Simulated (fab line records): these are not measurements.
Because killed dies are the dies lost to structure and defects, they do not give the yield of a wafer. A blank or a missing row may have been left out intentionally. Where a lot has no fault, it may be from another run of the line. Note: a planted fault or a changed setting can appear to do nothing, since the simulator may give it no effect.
One fault seen from 3 desks || flow nandHarc || only its own numbers are on each desk; what lay behind them is given at the end

THE DEFECT DESK
What the inspections along the route counted, lot by lot: means of the sampled wafers that have a number. If a lot's mean is further than 4 standard deviations from the usual mean, the lot is out of limits and carries the mark OUT (the distance appears in the brackets).
Columns: A = rawDefectCount at NHARC_P_CONTACT_INSPECT_14, usual 3.8
{"lot": "L460", "first seen here": "day 5 17:59", "A": 2.0}
{"lot": "L466", "first seen here": "day 8 11:50", "A": 4.0}
{"lot": "L467", "first seen here": "day 8 18:18", "A": 3.3}
{"lot": "L476", "first seen here": "day 12 23:47", "A": 1.0}
{"lot": "L480", "first seen here": "day 14 13:55", "A": 3.0}
{"lot": "L483", "first seen here": "day 15 09:59", "A": 3.7}
This desk found nothing out of limits on any of the 6 lots.

TOOL OWNER'S DESK, rieDiel-11
The tool's own readings at NHARC_P_CONTACT_ETCH_31 (etches the open film in CH3F/O2, target depth 30 nm, time 85.7 s): means of the sampled wafers that have a number, for each lot that ran on this tool. If a lot's mean is further than 4 standard deviations from the usual mean, the lot is out of limits and carries the mark OUT (the distance appears in the brackets).
Columns: A = biasW at NHARC_P_CONTACT_ETCH_31, usual 99.99 W; B = drypumpMotorCurrentA at NHARC_P_CONTACT_ETCH_31, usual 5.7 A; C = oesProductAu at NHARC_P_CONTACT_ETCH_31, usual 0.977 a.u.; D = rfVppV at NHARC_P_CONTACT_ETCH_31, usual 244.4 V; E = runLengthS at NHARC_P_CONTACT_ETCH_31, usual 107.2 s; F = showerheadPlenumPTorr at NHARC_P_CONTACT_ETCH_31, usual 2.46 Torr; G = throttleValvePct at NHARC_P_CONTACT_ETCH_31, usual 20.662 %
{"lot": "L460", "first seen here": "day 5 18:56", "A": 100.08, "B": 5.8, "C": 0.974, "D": 245.0, "E": 107.4, "F": 2.56, "G": 20.653}
{"lot": "L466", "first seen here": "day 8 12:39", "A": 99.95, "B": 6.2, "C": 0.980, "D": 242.8, "E": "76.6 (-76) OUT", "F": 2.39, "G": 20.671}
{"lot": "L467", "first seen here": "day 8 19:07", "A": 100.06, "B": 5.5, "C": 0.966, "D": 244.9, "E": "91.8 (-38) OUT", "F": 2.53, "G": 20.668}
{"lot": "L480", "first seen here": "day 14 14:44", "A": 100.06, "B": 6.0, "C": 0.986, "D": 244.7, "E": 107.3, "F": 2.47, "G": 20.668}
{"lot": "L483", "first seen here": "day 15 10:47", "A": 99.61, "B": 6.0, "C": 0.972, "D": 245.3, "E": 107.3, "F": 2.51, "G": 20.659}
This desk's finding: out of limits on L466, L467; first on L466, day 8 12:39 (runLengthS at NHARC_P_CONTACT_ETCH_31). Within limits: L460, L480, L483.

THE METROLOGY DESK
What the gauges read for every lot (on any tool): the sampled wafers with a number, averaged. If a lot's mean is further than 4 standard deviations from the usual mean, the lot is out of limits and carries the mark OUT (the distance appears in the brackets).
Columns: A = cdNm at NHARC_P_CONTACT_CD_MEAS_12, usual 90.1 nm; B = overlayXNm at NHARC_P_CONTACT_OVL_MEAS_13, usual 0.1 nm; C = overlayYNm at NHARC_P_CONTACT_OVL_MEAS_13, usual -0.4 nm; D = cdNm at NHARC_P_CONTACT_CD_MEAS_19, usual 90.0 nm
{"lot": "L460", "first seen here": "day 5 17:52", "A": 90.2, "B": 0.3, "C": -0.2, "D": 89.7}
{"lot": "L466", "first seen here": "day 8 11:43", "A": 90.0, "B": 0.3, "C": 0.7, "D": 89.8}
{"lot": "L467", "first seen here": "day 8 18:11", "A": 91.2, "B": 0.6, "C": 0.2, "D": 90.5}
{"lot": "L476", "first seen here": "day 12 23:40", "A": 89.7, "B": -0.1, "C": -0.5, "D": 89.5}
{"lot": "L480", "first seen here": "day 14 13:48", "A": 90.0, "B": 0.5, "C": -1.4, "D": 90.3}
{"lot": "L483", "first seen here": "day 15 09:52", "A": 89.4, "B": 1.0, "C": -0.1, "D": 89.7}
This desk found nothing out of limits on any of the 6 lots.

TAKEN TOGETHER
The tool owner's desk could have raised an alarm at day 8 12:39, on L466, L467.
Nothing the defect desk looked at was out of limits.
At the metrology desk, nothing out of limits was observed.
The defect desk has L466, L467 on record, within its limits.
The metrology desk holds a record of L466, L467, inside its limits.
The lots listed all ran NHARC_P_CONTACT_ETCH_31 on rieDiel-11.

WHAT THE SIMULATOR HAD INSERTED
rieDiel-11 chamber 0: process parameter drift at NHARC_P_CONTACT_ETCH_31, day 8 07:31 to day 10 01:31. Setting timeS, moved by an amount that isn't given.
Struck lots among those shown: L466, L467.
Each desk's first reading out of limits, in hours after the fault started: the tool owner's desk, 5.
